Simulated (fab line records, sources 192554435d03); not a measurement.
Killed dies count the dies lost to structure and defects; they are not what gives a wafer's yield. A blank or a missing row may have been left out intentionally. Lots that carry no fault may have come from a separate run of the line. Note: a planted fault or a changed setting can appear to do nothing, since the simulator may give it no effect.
Lot-split experiment -- flow n5-finfet -- on a route of 1938 steps: 7 lots, 21 wafers read

== SPLIT DETAILS ==
At N5_BEOL_M15_DEP_53 (deposits SiCN from 3MS/NH3, target thk 50 nm, time 17.8 s), the setting time-s was moved away from the recipe's 17.8 s on 7 of the 21 wafers read, by -12.0% to -9.0%. This setting was run at the recipe's value on the other wafers.

The split's own step is where the reading is taken.

== THE READING ==
SiCN_of_BEOL_M15_DEP_53.thk-nm (the simulator's own value, which no gauge read), in nm, at N5_BEOL_M15_DEP_53 (deposits SiCN from 3MS/NH3, target thk 50 nm, time 17.8 s). There is no usual value for it anywhere in the file. Across the 14 wafers here that went through the recipe, the average is 50.1 nm and the standard deviation 0.9 nm.

wafer,"tool, chamber at the split","time-s as run, s",against the recipe,"SiCN_of_BEOL_M15_DEP_53.thk-nm, nm",against lot-mates on the recipe
L080.1,"pecvd-02, 2",17.8,recipe,49.6,-
L080.2,"pecvd-02, 0",17.8,recipe,49.8,-
L080.4,"pecvd-02, 1",17.8,recipe,52.2,-
L084.2,"pecvd-04, 1",17.8,recipe,48.8,-
L084.4,"pecvd-04, 0",15.76,-11.5%,43.4,-5.5
L084.5,"pecvd-04, 2",17.8,recipe,49,-
L085.2,"pecvd-04, 2",17.8,recipe,49.4,-
L085.5,"pecvd-04, 2",17.8,recipe,50.2,-
L085.6,"pecvd-04, 1",17.8,recipe,50.6,-
L090.2,"pecvd-02, 2",16.16,-9.2%,44.6,no lot-mate on the recipe
L090.4,"pecvd-02, 0",16.16,-9.2%,46.6,no lot-mate on the recipe
L090.5,"pecvd-02, 1",16.16,-9.2%,46.4,no lot-mate on the recipe
L094.1,"pecvd-02, 0",15.66,-12.0%,44.8,-5.9
L094.4,"pecvd-02, 2",17.8,recipe,50,-
L094.5,"pecvd-02, 0",17.8,recipe,51.4,-
L095.1,"pecvd-03, 2",16.19,-9.0%,45.6,-3.8
L095.2,"pecvd-03, 1",17.8,recipe,49.4,-
L095.4,"pecvd-03, 2",16.19,-9.0%,46.8,-2.6
L093.1,"pecvd-03, 2,0",17.8,recipe,50.2,-
L093.3,"pecvd-03, 2,0",17.8,recipe,50.2,-
L093.6,"pecvd-03, 2",17.8,recipe,51,-
Where a row lists several chambers, the file gives one row for several wafers and doesn't say which wafer went through which chamber.

THE FIT
A straight line over all 21 wafers: SiCN_of_BEOL_M15_DEP_53.thk-nm changes by +0.477 nm for each +1% of time-s; r = +0.93; the points scatter about the line by 0.94 nm.
The same after taking each lot's own level away (the mean of its wafers on the recipe; 18 wafers): +0.439 nm for each +1%; r = +0.94; scatter 0.74 nm.
Per that fit: largest time-s move, reading shift of 5.3 nm.
Across the lots, their own levels run from 48.90 to 50.70 nm, a range of 2.0 times the standard deviation given above.
Hence the lot-to-lot level has little effect on the slope; both slopes agree.
Check: with one of the wafers moved furthest among these (-12.0%) left out of the fit, the line predicts -4.93 nm for it against its lot-mates. It came out at -5.9 nm against them.

== THESE WAFERS: OTHER SPLITS ==
These wafers also went through other splits before the reading. Each is held against what the fit with the lots' levels taken away leaves over:
other split on the same wafers,wafers away from the commonest value,r with SiCN_of_BEOL_M15_DEP_53.thk-nm (lot level and that fit taken away)
N5_BEOL_M9_TRENCH_ETCH_37 time-s,8,-0.38
N5_BEOL_M14_PEB_26 peb-temp-c,2,+0.02
N5_BEOL_M14_DEVELOP_27 develop-time-s,4,-0.17

== THE FILE'S OWN FIT ==
SiCN_of_BEOL_M15_DEP_53.thk-nm changes by +0.455 nm for each +1% of time-s, r = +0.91.
